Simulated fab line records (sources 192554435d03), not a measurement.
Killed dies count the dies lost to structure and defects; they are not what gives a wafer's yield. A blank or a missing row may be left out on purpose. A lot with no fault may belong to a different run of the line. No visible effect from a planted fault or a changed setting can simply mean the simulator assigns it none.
Which tool did it? | flow n5Finfet | 28 wafers from 10 lots sampled at 6 of the route's 1938 steps

## WHAT THE GAUGES SHOWED, per wafer
N5_BEOL_M0_RS_MEAS_126: measures by four-point-probe. Usual: M0_RS 0.530 ohm/sq, standard deviation 0.02.
lot  | measured     | on           | M0_RS (ohm/sq)    | flag
L534 | day 6 16:34  | filmMetro-01 | 0.536 0.552 0.520 | 
L535 | day 6 21:55  | filmMetro-01 | 0.547 0.570 0.534 | 
L536 | day 6 23:40  | filmMetro-02 | 0.534 0.503 0.513 | 
L539 | day 8 02:26  | filmMetro-02 | 0.557 0.554 0.492 | 
L542 | day 8 18:28  | filmMetro-01 | 0.527 0.525 0.528 | 
L547 | day 9 19:24  | filmMetro-02 | 0.568 0.518 0.510 | 
L548 | day 9 21:43  | filmMetro-02 | 0.472 0.540 0.458 | 
L549 | day 10 02:10 | filmMetro-02 | 0.459 0.552       | 
L551 | day 10 20:44 | filmMetro-01 | 0.480 0.466       | 
L555 | day 11 12:14 | filmMetro-02 | 0.549 0.544 0.515 | 

N5_BEOL_M0_INSPECT_127: inspects for defects (darkfield). Usual: rawDefectCount at 68, with a standard deviation of 22.
lot  | measured     | on               | rawDefectCount | flag
L534 | day 6 16:35  | defectInspect-01 | 63 42 34       | 
L535 | day 6 21:57  | defectInspect-01 | 67 49 73       | 
L536 | day 6 23:42  | defectInspect-01 | 67 82 77       | 
L539 | day 8 02:28  | defectInspect-01 | 63 109 46      | 
L542 | day 8 18:29  | defectInspect-02 | 63 100 102     | 
L547 | day 9 19:25  | defectInspect-01 | 89 132 123     | 
L548 | day 9 21:45  | defectInspect-02 | 81 71 65       | 
L549 | day 10 02:12 | defectInspect-01 | 56 55          | 
L551 | day 10 20:46 | defectInspect-02 | 74 42          | 
L555 | day 11 12:16 | defectInspect-01 | 56 100 81      | 

N5_BEOL_M4_RC_MEAS_101. Usual: DIBL_N 36.8 mV/V, standard deviation 1.9; DIBL_P 36.5 mV/V, standard deviation 2.1; IOFF_N 0.17 nA/um, standard deviation 0.038; IOFF_P 0.22 nA/um, standard deviation 0.039; ION_N 675 uA/um, standard deviation 12; ION_P 463 uA/um, standard deviation 7.4; SS_N 71.6 mV/dec, standard deviation 0.71; SS_P 73.4 mV/dec, standard deviation 0.72; VT_N 249 mV, standard deviation 3.3; VT_P -250 mV, standard deviation 3.3.
lot  | measured     | on        | DIBL_N (mV/V)  | DIBL_P (mV/V)  | IOFF_N (nA/um) | IOFF_P (nA/um) | ION_N (uA/um) | ION_P (uA/um) | SS_N (mV/dec)  | SS_P (mV/dec)  | VT_N (mV)   | VT_P (mV)      | flag
L534 | day 9 03:04  | prober-02 | 37.8 36.4 37.7 | 37.4 36.3 38.7 | 0.19 0.17 0.19 | 0.25 0.23 0.27 | 672 678 684   | 461 465 472   | 71.9 71.3 71.3 | 73.3 73.2 73.7 | 248 248 242 | -249 -247 -244 | 
L535 | day 9 03:22  | prober-01 | 34.4 33.6 34.9 | 35.3 34.6 35.1 | 0.14 0.13 0.15 | 0.19 0.18 0.19 | 671 657 670   | 453 455 455   | 70.9 71.0 70.8 | 73.0 72.9 73.9 | 250 252 253 | -252 -251 -251 | 
L536 | day 9 05:13  | prober-01 | 34.9 35.7 32.1 | 33.1 34.4 30.7 | 0.12 0.13 0.10 | 0.15 0.16 0.13 | 653 665 645   | 449 455 447   | 71.0 71.1 70.5 | 72.1 72.6 72.0 | 254 255 255 | -257 -255 -255 | 
L539 | day 10 15:36 | prober-02 | 37.4 37.9 38.2 | 38.5 39.4 38.4 | 0.18 0.20 0.18 | 0.24 0.28 0.24 | 667 668 667   | 460 461 463   | 70.8 72.4 72.5 | 74.2 74.2 73.4 | 248 249 249 | -250 -246 -247 | 
L542 | day 11 02:55 | prober-01 | 35.7 35.9 39.1 | 34.8 34.8 37.4 | 0.14 0.14 0.20 | 0.19 0.19 0.22 | 659 673 669   | 456 462 454   | 70.9 70.7 72.3 | 72.4 73.1 73.4 | 254 251 249 | -251 -251 -250 | 
L547 | day 13 03:48 | prober-01 | 36.7 36.0 33.4 | 37.7 37.0 34.2 | 0.18 0.17 0.13 | 0.24 0.23 0.19 | 675 665 660   | 467 461 458   | 72.2 72.5 71.2 | 73.5 73.2 72.3 | 247 248 250 | -246 -248 -249 | 
L548 | day 12 03:29 | prober-02 | 34.5           | 34.4           | 0.13           | 0.20           | 668           | 464           | 70.7           | 72.6           | 255         | -246           | 
L549 | day 13 05:22 | prober-02 | 37.9           | 37.8           | 0.16           | 0.21           | 687           | 465           | 72.2           | 74.1           | 250         | -251           | 
L555 | day 14 21:04 | prober-01 | 36.3 36.0 35.1 | 35.6 34.3 33.1 | 0.14 0.12 0.12 | 0.21 0.19 0.18 | 661 661 654   | 463 462 457   | 71.8 70.5 70.5 | 72.3 72.2 72.3 | 252 254 254 | -248 -251 -250 | 

## WHICH TOOL RAN EACH LOT (tool, then ch and the chambers of the sampled wafers, then the start)
lot  | N5_BEOL_M0_SAQP_PECVD_00        | N5_BEOL_M0_SPUTTER_141      | N5_BEOL_M1_PECVD_72
L534 | pecvd-01 ch 1,2, day 6 00:08    | pvdSputter-02, day 6 15:27  | pecvd-03 ch 1,2, day 6 16:43
L535 | pecvd-01 ch 0,2, day 6 03:10    | pvdSputter-03, day 6 20:46  | pecvd-04 ch 1,2, day 6 22:05
L536 | pecvd-04 ch 0,1, day 6 09:03    | pvdSputter-02, day 6 22:24  | pecvd-03 ch 0,1, day 6 23:51
L539 | pecvd-01 ch 0,1,2, day 7 14:46  | pvdSputter-02, day 8 01:23  | pecvd-03 ch 0,1,2, day 8 02:37
L542 | pecvd-04 ch 0,1,2, day 7 23:46  | pvdSputter-03, day 8 16:14  | pecvd-03 ch 0,1,2, day 8 18:38
L547 | pecvd-04 ch 0,1, day 9 06:04    | pvdSputter-03, day 9 18:09  | pecvd-04 ch 1,2, day 9 19:34
L548 | pecvd-04 ch 0,2, day 9 09:04    | pvdSputter-02, day 9 20:39  | pecvd-03 ch 2, day 9 21:55
L549 | pecvd-04 ch 1,2, day 9 12:50    | pvdSputter-02, day 10 01:07 | pecvd-04 ch 0, day 10 02:22
L551 | pecvd-04 ch 1,2, day 10 02:04   | pvdSputter-01, day 10 19:38 | -
L555 | pecvd-01 ch 0,1,2, day 11 01:41 | pvdSputter-01, day 11 11:10 | pecvd-01 ch 0,2, day 11 12:25
- N5_BEOL_M0_SAQP_PECVD_00: deposits SiCN from 3MS/NH3, target thk 8 nm, time 14 s.
- N5_BEOL_M0_SPUTTER_141: material Cu, target thk 4 nm, time 7.37 s.
- N5_BEOL_M1_PECVD_72: deposits SiO2 from TEOS/O2, target thk 16 nm, time 18 s.

## AS READ BY THE TOOLS THEMSELVES (means over the sampled wafers that have a number; for cases with no such wafer, the mark the record gives instead)
N5_BEOL_M0_SAQP_PECVD_00. Usual: showerheadPlenumPTorr 3.656 Torr, standard deviation 0.014; throttleValvePct 9.2 %, standard deviation 0.45.
lot  | tool     | showerheadPlenumPTorr (Torr) | throttleValvePct (%) | flag
L534 | pecvd-01 | 3.675                        | 9.7                  | 
L535 | pecvd-01 | 3.666                        | 8.8                  | 
L536 | pecvd-04 | 3.638                        | 9.3                  | 
L539 | pecvd-01 | 3.659                        | 9.2                  | 
L542 | pecvd-04 | 3.649                        | 9.2                  | 
L547 | pecvd-04 | 3.635                        | 9.1                  | 
L548 | pecvd-04 | 3.643                        | 9.1                  | 
L549 | pecvd-04 | 3.655                        | 9.2                  | 
L551 | pecvd-04 | 3.655                        | 9.1                  | 
L555 | pecvd-01 | 3.669                        | 9.5                  | 

N5_BEOL_M0_SPUTTER_141. Usual: throttleValvePct at 29.3 %, with a standard deviation of 1.2.
lot  | tool          | throttleValvePct (%) | flag
L534 | pvdSputter-02 | 30.3                 | 
L535 | pvdSputter-03 | 29.5                 | 
L536 | pvdSputter-02 | 28.5                 | 
L539 | pvdSputter-02 | 29.2                 | 
L542 | pvdSputter-03 | 29.5                 | 
L547 | pvdSputter-03 | 29.8                 | 
L548 | pvdSputter-02 | 29.7                 | 
L549 | pvdSputter-02 | 29.5                 | 
L551 | pvdSputter-01 | 29.6                 | 
L555 | pvdSputter-01 | 29.2                 | 

N5_BEOL_M1_PECVD_72. Usual: heaterPowerW 737 W, standard deviation 89; showerheadPlenumPTorr 8.76 Torr, standard deviation 0.059; throttleValvePct 22.7 %, standard deviation 1.1.
lot  | tool     | heaterPowerW (W) | showerheadPlenumPTorr (Torr) | throttleValvePct (%) | flag
L534 | pecvd-03 | 806              | 8.81                         | 23.0                 | 
L535 | pecvd-04 | 594              | 8.75                         | 22.8                 | 
L536 | pecvd-03 | 721              | 8.78                         | 23.3                 | 
L539 | pecvd-03 | 730              | 8.78                         | 22.7                 | 
L542 | pecvd-03 | 684              | 8.80                         | 22.6                 | 
L547 | pecvd-04 | 648              | 8.73                         | 22.9                 | 
L548 | pecvd-03 | 727              | 8.81                         | 22.2                 | 
L549 | pecvd-04 | 803              | 8.61                         | 22.6                 | 
L555 | pecvd-01 | 825              | 8.77                         | 22.0                 | 

## THE ANSWER, worked out from the rows above alone
Rule: a lot is off if the mean of its wafers that have a number lies more than 3 standard deviations from the usual mean. Also off: a lot with no number at a reading for which 4 or more lots have one. All remaining lots with rows at the step are treated as sound. The gauges are gone through in route order, then the tools' own readings, and for those a lot's mean is taken as printed above. At the first step where some lot is off, the reading lying furthest off is the one used; lots without a number count as furthest.
No lot is off at any reading shown: from this, nothing can be told.

## WHAT THE SIMULATOR HAD PUT IN
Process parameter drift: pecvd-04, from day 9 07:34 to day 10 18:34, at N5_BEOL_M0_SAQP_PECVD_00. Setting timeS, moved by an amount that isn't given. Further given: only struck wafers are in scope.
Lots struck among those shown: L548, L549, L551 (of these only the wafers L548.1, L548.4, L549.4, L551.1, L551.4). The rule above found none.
